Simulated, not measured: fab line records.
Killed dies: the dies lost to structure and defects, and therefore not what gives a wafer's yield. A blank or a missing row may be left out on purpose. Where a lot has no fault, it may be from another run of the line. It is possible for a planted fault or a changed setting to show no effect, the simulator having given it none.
fab line records ; flow n5_finfet
record: lots: 24; wafers: 72; last_day: 18
route steps=1938 shown BEOL_M13@1703 BEOL_M14@1728 BEOL_M15@1784
lots that met no fault: taken from a fault-free run of the same line
start_h: the number of hours between the record's first day and the start of the first shown wafer of the lot ; wait_h: time in hours since the lot's previous step ; " identical to the entry in the row above ; L1.1+2: several wafers, shown together as one row ; - no value, or no start given ; * or withheld: withheld ; < > ~ a bound
route shown NAME@n: names a module that has steps shown in the file, with the first one's number in the route ; usual: average and standard deviation across the fault-free wafers ; same: alike in all rows ; chamber/n: place in a boat ; sites: the reading at each site ; _std_site: standard deviation across them ; _edge_site: the outer-site mean with the inner-site mean subtracted ; radius_mm: for every site, how far away it sits from the centre of the wafer ; mask NAME#n: copy n ; behind: tool/chamber where the wafer was last shaped ; hold: the reason the lot was held/the length of the hold in hours/how it ended ; device: names the non-switching transistor (n, p or np) ; end of line: the tests these same wafers got at the end of their route ; where a step has no rows: the recipe by itself ; killed: not the wafer's yield, but the dies lost to structure and defects at the first sort ; map: the dies of a wafer, with x for killed, . for not killed, _ for no die there
set.NAME: the setting the step ran with; set.NAME@STEP: the setting that earlier step ran with ; model.NAME: the simulator's own value behind a step, which no gauge read
one table for each step of the route and one row for each wafer, over a sample of lots
services: from which hour (start_h, from the record's first day; less than 0 if before it) a tool's chamber was out of use, for how many hours, and why
== steps ==
step: N5_BEOL_M13_DEGAS_41
recipe: ambient: vacuum; temp_c: 250; time_s: 60
usual: heater_power_w: 320/39; susceptor_temp_C: 250.01/0.17
lot.wafer;tool;chamber;start_h;wait_h;heater_power_w;susceptor_temp_C
L074.2;pvd_sputter-01;-;248.75;0.4;349;249.91
L074.3;pvd_sputter-01;-;248.75;0.4;344;249.76
L074.5;pvd_sputter-01;-;248.75;0.4;354;249.73
L076.1;pvd_sputter-02;-;254.85;0.5;414;250.05
L076.3;pvd_sputter-02;-;254.85;0.5;334;250.18
L076.5;pvd_sputter-02;-;254.85;0.5;330;250.29
L075.1;pvd_sputter-02;-;255.25;0.6;353;250.05
L075.5;pvd_sputter-02;-;255.25;0.6;339;249.79
L075.6;pvd_sputter-02;-;255.25;0.6;417;249.99
L077.2;pvd_sputter-03;-;262.26;0.3;279;250.03
L077.5;pvd_sputter-03;-;262.26;0.3;284;249.87
L077.6;pvd_sputter-03;-;262.26;0.3;310;250.07
L078.3;pvd_sputter-03;-;275.48;2.4;284;250.14
L078.5;pvd_sputter-03;-;275.48;2.4;291;249.72
L078.6;pvd_sputter-03;-;275.48;2.4;276;250.19
L079.2;pvd_sputter-03;-;277.98;0.1;323;250.06
L079.5;pvd_sputter-03;-;277.98;0.1;289;249.87
L079.6;pvd_sputter-03;-;277.98;0.1;305;249.61
L081.1;pvd_sputter-03;-;291.32;0.6;286;250.00
L081.4;pvd_sputter-03;-;291.32;0.6;311;250.10
L081.6;pvd_sputter-03;-;291.32;0.6;317;250.12
L080.2;pvd_sputter-03;-;296.91;0.9;310;250.21
L080.3;pvd_sputter-03;-;296.91;0.9;277;250.28
L080.6;pvd_sputter-03;-;296.91;0.9;279;250.25
L082.1;pvd_sputter-01;-;302.46;0.5;292;249.91
L082.2;pvd_sputter-01;-;302.46;0.5;357;250.10
L082.5;pvd_sputter-01;-;302.46;0.5;356;249.91
L083.2;pvd_sputter-01;-;310.56;0.3;281;250.09
L083.5;pvd_sputter-01;-;310.56;0.3;356;250.04
L083.6;pvd_sputter-01;-;310.56;0.3;285;249.88
L084.1;pvd_sputter-01;-;311.44;0.2;289;249.71
L084.5;pvd_sputter-01;-;311.44;0.2;291;249.68
L084.6;pvd_sputter-01;-;311.44;0.2;290;249.68
L085.2;pvd_sputter-02;-;313.77;0.3;360;249.91
L085.3;pvd_sputter-02;-;313.77;0.3;334;250.13
L085.5;pvd_sputter-02;-;313.77;0.3;334;250.25
L086.1;pvd_sputter-01;-;322.99;0.5;289;250.08
L086.5;pvd_sputter-01;-;322.99;0.5;348;250.17
L086.6;pvd_sputter-01;-;322.99;0.5;361;250.01
L087.2;pvd_sputter-02;-;331.56;0.2;351;249.89
L087.3;pvd_sputter-02;-;331.56;0.2;430;249.96
L087.5;pvd_sputter-02;-;331.56;0.2;346;250.01
L089.1;pvd_sputter-03;-;340.94;0.6;307;249.96
L089.2;pvd_sputter-03;-;340.94;0.6;318;250.12
L089.5;pvd_sputter-03;-;340.94;0.6;280;250.31
L091.1;pvd_sputter-03;-;347.16;0.4;317;249.97
L091.2;pvd_sputter-03;-;347.16;0.4;278;250.20
L091.5;pvd_sputter-03;-;347.16;0.4;281;250.06
L090.1;pvd_sputter-02;-;347.22;0.2;335;249.97
L090.3;pvd_sputter-02;-;347.22;0.2;418;250.04
L090.4;pvd_sputter-02;-;347.22;0.2;344;250.33
L088.1;pvd_sputter-03;-;363.13;0.5;277;249.74
L088.3;pvd_sputter-03;-;363.13;0.5;287;250.04
L088.5;pvd_sputter-03;-;363.13;0.5;322;250.03
L092.1;pvd_sputter-03;-;366.73;0.4;279;250.01
L092.2;pvd_sputter-03;-;366.73;0.4;284;249.85
L092.3;pvd_sputter-03;-;366.73;0.4;309;249.85
L095.2;pvd_sputter-03;-;367.09;0.4;308;249.79
L095.3;pvd_sputter-03;-;367.09;0.4;283;250.09
L095.4;pvd_sputter-03;-;367.09;0.4;283;249.96
L094.2;pvd_sputter-01;-;375.76;0.0;355;249.83
L094.4;pvd_sputter-01;-;375.76;0.0;282;249.95
L094.5;pvd_sputter-01;-;375.76;0.0;366;249.69
L093.1;pvd_sputter-02;-;391.49;0.4;302;250.13
L093.4;pvd_sputter-02;-;391.49;0.4;352;249.72
L093.5;pvd_sputter-02;-;391.49;0.4;423;250.10
L096.2;pvd_sputter-03;-;398.60;0.3;309;250.00
L096.3;pvd_sputter-03;-;398.60;0.3;289;250.02
L096.6;pvd_sputter-03;-;398.60;0.3;282;250.14
L097.1;pvd_sputter-02;-;412.56;0.2;351;250.22
L097.5;pvd_sputter-02;-;412.56;0.2;329;249.84
L097.6;pvd_sputter-02;-;412.56;0.2;416;250.18
step: N5_BEOL_M13_THK_MEAS_50
recipe: thk_meas_gauge: xrf; reads: Cu_of_BEOL_M13_ECD_47
usual: M13_THK: 418/7.7
lot.wafer;tool;chamber;start_h;wait_h;M13_THK[nm]
L074.2;film_metro-01;-;250.08;-;415
L074.3;film_metro-01;-;250.08;-;415
L074.5;film_metro-01;-;250.08;-;416
L076.1;film_metro-01;-;255.96;-;413
L076.3;film_metro-01;-;255.96;-;413
L076.5;film_metro-01;-;255.96;-;421
L075.1;film_metro-01;-;256.36;-;428
L075.5;film_metro-01;-;256.36;-;425
L075.6;film_metro-01;-;256.36;-;430
L077.2;film_metro-02;-;263.37;-;428
L077.5;film_metro-02;-;263.37;-;424
L077.6;film_metro-02;-;263.37;-;424
L078.3;film_metro-02;-;276.73;-;415
L078.5;film_metro-02;-;276.73;-;430
L078.6;film_metro-02;-;276.73;-;419
L079.2;film_metro-01;-;279.11;-;411
L079.5;film_metro-01;-;279.11;-;419
L079.6;film_metro-01;-;279.11;-;408
L081.1;film_metro-02;-;292.43;-;412
L081.4;film_metro-02;-;292.43;-;417
L081.6;film_metro-02;-;292.43;-;430
L080.2;film_metro-01;-;298.03;-;407
L080.3;film_metro-01;-;298.03;-;416
L080.6;film_metro-01;-;298.03;-;420
L082.1;film_metro-01;-;303.98;-;425
L082.2;film_metro-01;-;303.98;-;424
L082.5;film_metro-01;-;303.98;-;422
L083.2;film_metro-01;-;311.84;-;430
L083.5;film_metro-01;-;311.84;-;420
L083.6;film_metro-01;-;311.84;-;428
L084.1;film_metro-01;-;312.56;-;410
L084.5;film_metro-01;-;312.56;-;408
L084.6;film_metro-01;-;312.56;-;413
L085.2;film_metro-01;-;314.89;-;409
L085.3;film_metro-01;-;314.89;-;400
L085.5;film_metro-01;-;314.89;-;405
L086.1;film_metro-01;-;324.11;-;404
L086.5;film_metro-01;-;324.11;-;408
L086.6;film_metro-01;-;324.11;-;401
L087.2;film_metro-01;-;333.60;-;427
L087.3;film_metro-01;-;333.60;-;418
L087.5;film_metro-01;-;333.60;-;413
L089.1;film_metro-02;-;342.06;-;425
L089.2;film_metro-02;-;342.06;-;433
L089.5;film_metro-02;-;342.06;-;425
L091.1;film_metro-02;-;348.49;-;415
L091.2;film_metro-02;-;348.49;-;416
L091.5;film_metro-02;-;348.49;-;412
L090.1;film_metro-02;-;348.87;-;415
L090.3;film_metro-02;-;348.87;-;416
L090.4;film_metro-02;-;348.87;-;416
L088.1;film_metro-01;-;364.25;-;409
L088.3;film_metro-01;-;364.25;-;417
L088.5;film_metro-01;-;364.25;-;411
L092.1;film_metro-02;-;368.10;-;415
L092.2;film_metro-02;-;368.10;-;422
L092.3;film_metro-02;-;368.10;-;424
L095.2;film_metro-02;-;368.66;-;415
L095.3;film_metro-02;-;368.66;-;419
L095.4;film_metro-02;-;368.66;-;429
L094.2;film_metro-02;-;377.52;-;432
L094.4;film_metro-02;-;377.52;-;412
L094.5;film_metro-02;-;377.52;-;429
L093.1;film_metro-01;-;392.61;-;409
L093.4;film_metro-01;-;392.61;-;421
L093.5;film_metro-01;-;392.61;-;412
L096.2;film_metro-02;-;399.71;-;424
L096.3;film_metro-02;-;399.71;-;421
L096.6;film_metro-02;-;399.71;-;411
L097.1;film_metro-01;-;413.87;-;414
L097.5;film_metro-01;-;413.87;-;419
L097.6;film_metro-01;-;413.87;-;421
step: N5_BEOL_M13_INSPECT_55
recipe: inspect_instrument: darkfield; mode: post_dep
usual: raw_defect_count: 66/23
lot.wafer;tool;chamber;start_h;wait_h;raw_defect_count
L074.2;defect_inspect-01;-;250.24;0.0;94
L074.3;defect_inspect-01;-;250.24;0.0;32
L074.5;defect_inspect-01;-;250.24;0.0;74
L076.1;defect_inspect-02;-;256.12;0.0;61
L076.3;defect_inspect-02;-;256.12;0.0;100
L076.5;defect_inspect-02;-;256.12;0.0;168
L075.1;defect_inspect-02;-;256.52;0.0;55
L075.5;defect_inspect-02;-;256.52;0.0;59
L075.6;defect_inspect-02;-;256.52;0.0;31
L077.2;defect_inspect-02;-;263.53;0.0;102
L077.5;defect_inspect-02;-;263.53;0.0;47
L077.6;defect_inspect-02;-;263.53;0.0;56
L078.3;defect_inspect-01;-;276.88;0.0;76
L078.5;defect_inspect-01;-;276.88;0.0;92
L078.6;defect_inspect-01;-;276.88;0.0;65
L079.2;defect_inspect-01;-;279.26;0.0;63
L079.5;defect_inspect-01;-;279.26;0.0;54
L079.6;defect_inspect-01;-;279.26;0.0;72
L081.1;defect_inspect-02;-;292.59;0.0;59
L081.4;defect_inspect-02;-;292.59;0.0;71
L081.6;defect_inspect-02;-;292.59;0.0;44
L080.2;defect_inspect-01;-;298.22;0.0;33
L080.3;defect_inspect-01;-;298.22;0.0;45
L080.6;defect_inspect-01;-;298.22;0.0;57
L082.1;defect_inspect-02;-;304.16;0.0;96
L082.2;defect_inspect-02;-;304.16;0.0;84
L082.5;defect_inspect-02;-;304.16;0.0;66
L083.2;defect_inspect-01;-;311.99;0.0;41
L083.5;defect_inspect-01;-;311.99;0.0;67
L083.6;defect_inspect-01;-;311.99;0.0;43
L084.1;defect_inspect-02;-;312.71;0.0;47
L084.5;defect_inspect-02;-;312.71;0.0;66
L084.6;defect_inspect-02;-;312.71;0.0;77
L085.2;defect_inspect-02;-;315.05;0.0;80
L085.3;defect_inspect-02;-;315.05;0.0;41
L085.5;defect_inspect-02;-;315.05;0.0;85
L086.1;defect_inspect-01;-;324.27;0.0;49
L086.5;defect_inspect-01;-;324.27;0.0;85
L086.6;defect_inspect-01;-;324.27;0.0;102
L087.2;defect_inspect-02;-;333.78;0.0;41
L087.3;defect_inspect-02;-;333.78;0.0;88
L087.5;defect_inspect-02;-;333.78;0.0;64
L089.1;defect_inspect-01;-;342.21;0.0;54
L089.2;defect_inspect-01;-;342.21;0.0;61
L089.5;defect_inspect-01;-;342.21;0.0;85
L091.1;defect_inspect-01;-;348.65;0.0;64
L091.2;defect_inspect-01;-;348.65;0.0;81
L091.5;defect_inspect-01;-;348.65;0.0;64
L090.1;defect_inspect-01;-;349.03;0.0;67
L090.3;defect_inspect-01;-;349.03;0.0;72
L090.4;defect_inspect-01;-;349.03;0.0;34
L088.1;defect_inspect-02;-;364.40;0.0;71
L088.3;defect_inspect-02;-;364.40;0.0;51
L088.5;defect_inspect-02;-;364.40;0.0;52
L092.1;defect_inspect-02;-;368.25;0.0;38
L092.2;defect_inspect-02;-;368.25;0.0;49
L092.3;defect_inspect-02;-;368.25;0.0;56
L095.2;defect_inspect-02;-;368.81;0.0;79
L095.3;defect_inspect-02;-;368.81;0.0;114
L095.4;defect_inspect-02;-;368.81;0.0;89
L094.2;defect_inspect-01;-;377.68;0.0;52
L094.4;defect_inspect-01;-;377.68;0.0;56
L094.5;defect_inspect-01;-;377.68;0.0;22
L093.1;defect_inspect-02;-;392.76;0.0;82
L093.4;defect_inspect-02;-;392.76;0.0;60
L093.5;defect_inspect-02;-;392.76;0.0;62
L096.2;defect_inspect-02;-;399.86;0.0;56
L096.3;defect_inspect-02;-;399.86;0.0;31
L096.6;defect_inspect-02;-;399.86;0.0;47
L097.1;defect_inspect-02;-;414.03;0.0;51
L097.5;defect_inspect-02;-;414.03;0.0;68
L097.6;defect_inspect-02;-;414.03;0.0;62
step: N5_BEOL_M14_INSPECT_12
recipe: mode: adi; inspect_instrument: macro
usual: raw_defect_count: 1.9/1.3
lot.wafer;tool;chamber;start_h;wait_h;raw_defect_count
L074.2;defect_inspect-01;-;250.95;0.0;1
L074.3;defect_inspect-01;-;250.95;0.0;2
L074.5;defect_inspect-01;-;250.95;0.0;5
L076.1;defect_inspect-02;-;256.71;0.0;1
L076.3;defect_inspect-02;-;256.71;0.0;3
L076.5;defect_inspect-02;-;256.71;0.0;0
L075.1;defect_inspect-02;-;257.11;0.0;2
L075.5;defect_inspect-02;-;257.11;0.0;4
L075.6;defect_inspect-02;-;257.11;0.0;1
L077.2;defect_inspect-02;-;264.11;0.0;3
L077.5;defect_inspect-02;-;264.11;0.0;3
L077.6;defect_inspect-02;-;264.11;0.0;0
L078.3;defect_inspect-01;-;277.47;0.0;0
L078.5;defect_inspect-01;-;277.47;0.0;1
L078.6;defect_inspect-01;-;277.47;0.0;3
L079.2;defect_inspect-02;-;279.85;0.0;2
L079.5;defect_inspect-02;-;279.85;0.0;2
L079.6;defect_inspect-02;-;279.85;0.0;0
L081.1;defect_inspect-01;-;293.18;0.0;2
L081.4;defect_inspect-01;-;293.18;0.0;2
L081.6;defect_inspect-01;-;293.18;0.0;5
L080.2;defect_inspect-01;-;298.81;0.0;2
L080.3;defect_inspect-01;-;298.81;0.0;0
L080.6;defect_inspect-01;-;298.81;0.0;1
L082.1;defect_inspect-01;-;304.87;0.0;2
L082.2;defect_inspect-01;-;304.87;0.0;3
L082.5;defect_inspect-01;-;304.87;0.0;4
L083.2;defect_inspect-01;-;312.58;0.0;2
L083.5;defect_inspect-01;-;312.58;0.0;1
L083.6;defect_inspect-01;-;312.58;0.0;2
L084.1;defect_inspect-01;-;313.42;0.0;2
L084.5;defect_inspect-01;-;313.42;0.0;2
L084.6;defect_inspect-01;-;313.42;0.0;4
L085.2;defect_inspect-02;-;315.76;0.0;2
L085.3;defect_inspect-02;-;315.76;0.0;1
L085.5;defect_inspect-02;-;315.76;0.0;2
L086.1;defect_inspect-02;-;324.94;0.0;1
L086.5;defect_inspect-02;-;324.94;0.0;5
L086.6;defect_inspect-02;-;324.94;0.0;1
L087.2;defect_inspect-02;-;334.57;0.0;1
L087.3;defect_inspect-02;-;334.57;0.0;0
L087.5;defect_inspect-02;-;334.57;0.0;2
L089.1;defect_inspect-02;-;342.92;0.0;0
L089.2;defect_inspect-02;-;342.92;0.0;3
L089.5;defect_inspect-02;-;342.92;0.0;2
L091.1;defect_inspect-01;-;349.36;0.0;2
L091.2;defect_inspect-01;-;349.36;0.0;2
L091.5;defect_inspect-01;-;349.36;0.0;1
L090.1;defect_inspect-01;-;349.61;0.0;1
L090.3;defect_inspect-01;-;349.61;0.0;1
L090.4;defect_inspect-01;-;349.61;0.0;2
L088.1;defect_inspect-02;-;365.11;0.0;3
L088.3;defect_inspect-02;-;365.11;0.0;4
L088.5;defect_inspect-02;-;365.11;0.0;2
L092.1;defect_inspect-02;-;368.96;0.0;1
L092.2;defect_inspect-02;-;368.96;0.0;3
L092.3;defect_inspect-02;-;368.96;0.0;1
L095.2;defect_inspect-02;-;369.53;0.0;1
L095.3;defect_inspect-02;-;369.53;0.0;0
L095.4;defect_inspect-02;-;369.53;0.0;1
L094.2;defect_inspect-01;-;378.39;0.0;1
L094.4;defect_inspect-01;-;378.39;0.0;1
L094.5;defect_inspect-01;-;378.39;0.0;2
L093.1;defect_inspect-02;-;393.37;0.0;2
L093.4;defect_inspect-02;-;393.37;0.0;4
L093.5;defect_inspect-02;-;393.37;0.0;0
L096.2;defect_inspect-01;-;400.76;0.0;0
L096.3;defect_inspect-01;-;400.76;0.0;3
L096.6;defect_inspect-01;-;400.76;0.0;1
L097.1;defect_inspect-01;-;414.61;0.0;1
L097.5;defect_inspect-01;-;414.61;0.0;2
L097.6;defect_inspect-01;-;414.61;0.0;2
step: N5_BEOL_M15_OVL_MEAS_11
recipe: points_per_wafer: 44
usual: V14_OVL: -2/5.7
lot.wafer;tool;chamber;start_h;wait_h;V14_OVL[nm]
L074.2;overlay-01;0;259.53;0.0;-1
L074.3;overlay-01;0;259.53;0.0;-9
L074.5;overlay-01;0;259.53;0.0;-13
L076.1;overlay-01;0;263.29;0.0;8
L076.3;overlay-01;0;263.29;0.0;4
L076.5;overlay-01;0;263.29;0.0;3
L075.1;overlay-02;0;264.81;0.0;-8
L075.5;overlay-02;0;264.81;0.0;0
L075.6;overlay-02;0;264.81;0.0;-8
L077.2;overlay-02;0;268.73;0.0;2
L077.5;overlay-02;0;268.73;0.0;2
L077.6;overlay-02;0;268.73;0.0;-1
L078.3;overlay-02;0;287.18;0.0;-5
L078.5;overlay-02;0;287.18;0.0;0
L078.6;overlay-02;0;287.18;0.0;-4
L079.2;overlay-02;0;288.01;0.0;-8
L079.5;overlay-02;0;288.01;0.0;-2
L079.6;overlay-02;0;288.01;0.0;-6
L081.1;overlay-01;0;298.28;0.0;2
L081.4;overlay-01;0;298.28;0.0;0
L081.6;overlay-01;0;298.28;0.0;4
L080.2;overlay-01;0;303.42;0.0;-10
L080.3;overlay-01;0;303.42;0.0;6
L080.6;overlay-01;0;303.42;0.0;-9
L082.1;overlay-01;0;309.64;0.0;7
L082.2;overlay-01;0;309.64;0.0;5
L082.5;overlay-01;0;309.64;0.0;8
L083.2;overlay-02;0;318.90;0.0;-7
L083.5;overlay-02;0;318.90;0.0;-10
L083.6;overlay-02;0;318.90;0.0;-7
L084.1;overlay-02;0;319.25;0.0;9
L084.5;overlay-02;0;319.25;0.0;0
L084.6;overlay-02;0;319.25;0.0;2
L085.2;overlay-02;0;320.97;0.0;-16
L085.3;overlay-02;0;320.97;0.0;-3
L085.5;overlay-02;0;320.97;0.0;-8
L086.1;overlay-02;0;332.82;0.0;-1
L086.5;overlay-02;0;332.82;0.0;-8
L086.6;overlay-02;0;332.82;0.0;3
L087.2;overlay-02;0;338.79;0.0;7
L087.3;overlay-02;0;338.79;0.0;5
L087.5;overlay-02;0;338.79;0.0;4
L089.1;overlay-01;0;349.06;0.0;-1
L089.2;overlay-01;0;349.06;0.0;-4
L089.5;overlay-01;0;349.06;0.0;2
L091.1;overlay-01;0;354.53;0.0;-8
L091.2;overlay-01;0;354.53;0.0;-7
L091.5;overlay-01;0;354.53;0.0;-8
L090.1;overlay-01;0;354.69;0.0;-10
L090.3;overlay-01;0;354.69;0.0;-6
L090.4;overlay-01;0;354.69;0.0;-6
L088.1;overlay-02;0;373.03;0.0;4
L088.3;overlay-02;0;373.03;0.0;-5
L088.5;overlay-02;0;373.03;0.0;2
L092.1;overlay-02;0;373.56;0.0;-3
L092.2;overlay-02;0;373.56;0.0;-4
L092.3;overlay-02;0;373.56;0.0;-9
L095.2;overlay-02;0;375.56;0.0;-8
L095.3;overlay-02;0;375.56;0.0;-9
L095.4;overlay-02;0;375.56;0.0;-9
L094.2;overlay-01;0;385.47;0.0;6
L094.4;overlay-01;0;385.47;0.0;9
L094.5;overlay-01;0;385.47;0.0;-10
L093.1;overlay-01;0;397.63;0.0;4
L093.4;overlay-01;0;397.63;0.0;-3
L093.5;overlay-01;0;397.63;0.0;3
L096.2;overlay-02;0;405.51;0.0;-2
L096.3;overlay-02;0;405.51;0.0;1
L096.6;overlay-02;0;405.51;0.0;4
L097.1;overlay-02;0;419.73;0.0;-4
L097.5;overlay-02;0;419.73;0.0;1
L097.6;overlay-02;0;419.73;0.0;-4
step: N5_BEOL_M15_ETCH_38
recipe: chemistry: CF4/N2; target: SiCN; target_depth_a: 1064; taper_deg: 2; time_s: 120.5; ion_energy_ev: 150; mask_material: SiO2; pressure_mtorr: 40; source_w: 430; bias_w: 70; Ar_flow_sccm: 100; cf4_flow_sccm: 60; n2_flow_sccm: 60
usual: drypump_motor_current_A: 5.5/0.42; mfc_ar_sccm: 99.98/0.3; oes_product_au: 0.77/0.084; rf_vpp_V: 382.4/1.5; showerhead_plenum_p_Torr: 2.21/0.055; throttle_valve_pct: 15.50/0.26
lot.wafer;tool;chamber;start_h;wait_h;drypump_motor_current_A;mfc_ar_sccm;oes_product_au;rf_hours_counter_h;rf_vpp_V;showerhead_plenum_p_Torr;throttle_valve_pct
L074.2;rie_diel-04;3;-;-;4.9;99.65;0.96;5;381.9;2.17;15.19
L074.3;rie_diel-04;0;-;-;6.2;100.33;0.73;214;381.5;2.20;15.57
L074.5;rie_diel-04;0;-;-;6.2;100.06;0.72;-;383.2;2.20;15.61
L076.1;rie_diel-03;0;-;-;5.5;99.71;0.81;83;380.5;2.14;15.39
L076.3;rie_diel-03;1;-;-;5.1;100.10;0.72;176;381.1;2.20;15.52
L076.5;rie_diel-03;1;-;-;5.1;100.09;0.72;-;382.3;2.20;15.52
L075.1;rie_diel-04;1;-;-;5.5;99.90;0.75;138;383.6;2.21;15.76
L075.5;rie_diel-04;1;-;-;5.5;100.00;0.75;-;382.6;2.21;15.77
L075.6;rie_diel-04;0;-;-;6.2;99.51;0.72;-;381.4;2.20;15.58
L077.2;rie_diel-05;3;-;-;5.8;100.63;0.73;191;381.8;2.18;15.58
L077.5;rie_diel-05;3;-;-;5.8;100.00;0.74;-;380.8;2.18;15.58
L077.6;rie_diel-05;2;-;-;5.3;100.08;0.70;-;381.8;2.19;15.43
L078.3;rie_diel-03;2;-;-;5.1;99.74;0.91;24;382.5;2.25;15.05
L078.5;rie_diel-03;1;-;-;5.1;99.84;0.73;-;381.8;2.20;15.53
L078.6;rie_diel-03;2;-;-;5.1;100.15;0.91;-;383.1;2.25;15.05
L079.2;rie_diel-04;2;-;-;6.5;99.94;0.96;7;385.1;2.35;15.01
L079.5;rie_diel-04;0;-;-;6.2;100.16;0.72;-;382.5;2.19;15.61
L079.6;rie_diel-04;2;-;-;6.5;99.82;0.95;-;385.8;2.35;15.00
L081.1;rie_diel-05;0;-;-;5.8;100.14;0.69;227;384.9;2.26;15.66
L081.4;rie_diel-05;3;-;-;5.8;99.60;0.72;200;382.1;2.18;15.62
L081.6;rie_diel-05;0;-;-;5.8;99.97;0.69;-;383.1;2.26;15.67
L080.2;rie_diel-05;0;-;-;5.8;99.78;0.69;228;383.5;2.26;15.67
L080.3;rie_diel-05;3;-;-;5.8;100.37;0.71;202;383.5;2.18;15.60
L080.6;rie_diel-05;0;-;-;5.8;100.10;0.70;-;383.2;2.26;15.66
L082.1;rie_diel-03;2;-;-;5.1;100.40;0.90;31;383.9;2.25;15.07
L082.2;rie_diel-03;1;-;-;5.1;99.77;0.72;190;382.3;2.19;15.55
L082.5;rie_diel-03;1;-;-;5.1;99.78;0.72;-;382.1;2.19;15.54
L083.2;rie_diel-04;3;-;-;5.0;99.86;0.93;14;381.3;2.16;15.23
L083.5;rie_diel-04;2;-;-;6.5;100.20;0.93;-;383.2;2.35;15.02
L083.6;rie_diel-04;3;-;-;5.0;99.55;0.93;-;381.8;2.16;15.21
L084.1;rie_diel-05;3;-;-;5.8;100.58;0.72;207;382.7;2.18;15.62
L084.5;rie_diel-05;2;-;-;5.3;100.01;0.70;-;382.3;2.18;15.44
L084.6;rie_diel-05;1;-;-;5.6;99.98;0.66;-;382.2;2.18;15.64
L085.2;rie_diel-05;1;-;-;5.5;100.35;0.66;226;380.4;2.18;15.62
L085.3;rie_diel-05;3;-;-;5.8;100.26;0.72;207;381.3;2.18;15.61
L085.5;rie_diel-05;1;-;-;5.6;100.46;0.66;-;381.3;2.18;15.64
L086.1;rie_diel-03;1;-;-;5.1;99.95;0.72;198;381.1;2.19;15.57
L086.5;rie_diel-03;0;-;-;5.5;100.01;0.80;-;380.7;2.14;15.44
L086.6;rie_diel-03;1;-;-;5.1;99.74;0.72;-;381.7;2.19;15.56
L087.2;rie_diel-03;0;-;-;5.5;99.88;0.80;106;380.8;2.13;15.43
L087.3;rie_diel-03;3;-;-;5.6;99.87;0.73;207;383.4;2.28;15.87
L087.5;rie_diel-03;2;-;-;5.1;99.88;0.89;-;383.6;2.25;15.09
L089.1;rie_diel-03;0;-;-;5.5;100.22;0.79;110;381.2;2.13;15.44
L089.2;rie_diel-03;2;-;-;5.1;99.76;0.88;39;383.9;2.25;15.09
L089.5;rie_diel-03;2;-;-;5.1;100.32;0.87;-;382.9;2.25;15.08
L091.1;rie_diel-03;3;-;-;5.6;99.88;0.73;213;384.9;2.27;15.91
L091.2;rie_diel-03;2;-;-;5.1;100.60;0.89;41;382.0;2.25;15.10
L091.5;rie_diel-03;1;-;-;5.1;100.33;0.71;-;381.7;2.19;15.57
L090.1;rie_diel-05;2;-;-;5.3;100.03;0.68;232;382.2;2.18;15.48
L090.3;rie_diel-05;0;-;-;5.8;100.51;0.69;243;383.1;2.26;15.70
L090.4;rie_diel-05;3;-;-;5.8;100.04;0.71;217;381.5;2.18;15.63
L088.1;rie_diel-04;0;-;-;6.2;99.51;0.70;250;380.8;2.18;15.67
L088.3;rie_diel-04;1;-;-;5.5;99.83;0.73;172;383.2;2.20;15.83
L088.5;rie_diel-04;0;-;-;6.2;99.83;0.70;-;381.3;2.18;15.68
L092.1;rie_diel-03;3;-;-;5.6;100.37;0.72;220;384.3;2.27;15.90
L092.2;rie_diel-03;1;-;-;5.1;100.18;0.70;211;382.2;2.19;15.59
L092.3;rie_diel-03;0;-;-;5.4;100.36;0.77;117;380.9;2.13;15.49
L095.2;rie_diel-03;1;-;-;5.1;100.09;0.71;212;381.9;2.19;15.60
L095.3;rie_diel-03;0;-;-;5.5;99.62;0.79;117;379.3;2.13;15.46
L095.4;rie_diel-03;3;-;-;5.6;99.35;0.71;220;383.6;2.27;15.92
L094.2;rie_diel-03;2;-;-;5.1;99.75;0.86;50;382.9;2.24;15.10
L094.4;rie_diel-03;0;-;-;5.5;100.01;0.77;120;380.7;2.13;15.46
L094.5;rie_diel-03;2;-;-;5.1;99.85;0.87;-;383.3;2.24;15.08
L093.1;rie_diel-04;3;-;-;5.0;99.96;0.87;39;381.7;2.15;15.29
L093.4;rie_diel-04;1;-;-;5.5;99.59;0.72;-;384.0;2.19;15.84
L093.5;rie_diel-04;2;-;-;6.5;99.29;0.87;-;386.9;2.34;15.07
L096.2;rie_diel-04;2;-;-;6.5;100.00;0.87;51;385.8;2.34;15.08
L096.3;rie_diel-04;3;-;-;5.0;100.23;0.86;42;382.0;2.15;15.30
L096.6;rie_diel-04;2;-;-;6.5;100.41;0.86;-;385.4;2.34;15.08
L097.1;rie_diel-03;1;-;-;5.1;99.70;0.70;220;380.5;2.18;15.62
L097.5;rie_diel-03;2;-;-;5.1;99.66;0.84;-;383.6;2.24;15.14
L097.6;rie_diel-03;3;-;-;5.6;99.76;0.71;-;384.4;2.27;15.95
== services ==
tool;chamber;start_h;hours;kind
rie_diel-04;3;230.43;-;clean
rie_diel-04;3;230.43;-;consumable_replace:focus_ring
rie_diel-04;3;230.43;24.4;scheduled_down
rie_diel-04;3;230.43;24.4;vent_cycle
rie_diel-03;1;238.76;4.5;repair
rie_diel-04;2;254.91;-;clean
rie_diel-04;2;254.91;-;consumable_replace:focus_ring
rie_diel-04;2;254.91;-;consumable_replace:showerhead
rie_diel-04;2;254.91;16.8;scheduled_down
rie_diel-04;2;254.91;16.8;vent_cycle
rie_diel-04;3;285.00;27.2;repair
rie_diel-04;0;322.48;6.7;repair
rie_diel-04;-;351.21;1.5;repair
rie_diel-05;1;366.16;8.4;repair
rie_diel-05;-;374.16;14.6;pm
rie_diel-04;3;378.16;8.3;repair
rie_diel-05;0;389.04;11.5;repair
rie_diel-04;0;395.62;-;clean
rie_diel-04;0;395.62;-;consumable_replace:focus_ring
rie_diel-04;0;395.62;24.4;scheduled_down
rie_diel-04;0;395.62;24.4;vent_cycle
rie_diel-03;1;396.85;17.9;repair
rie_diel-05;0;411.60;-;clean
rie_diel-05;0;411.60;-;consumable_replace:focus_ring
== key ==
fault none
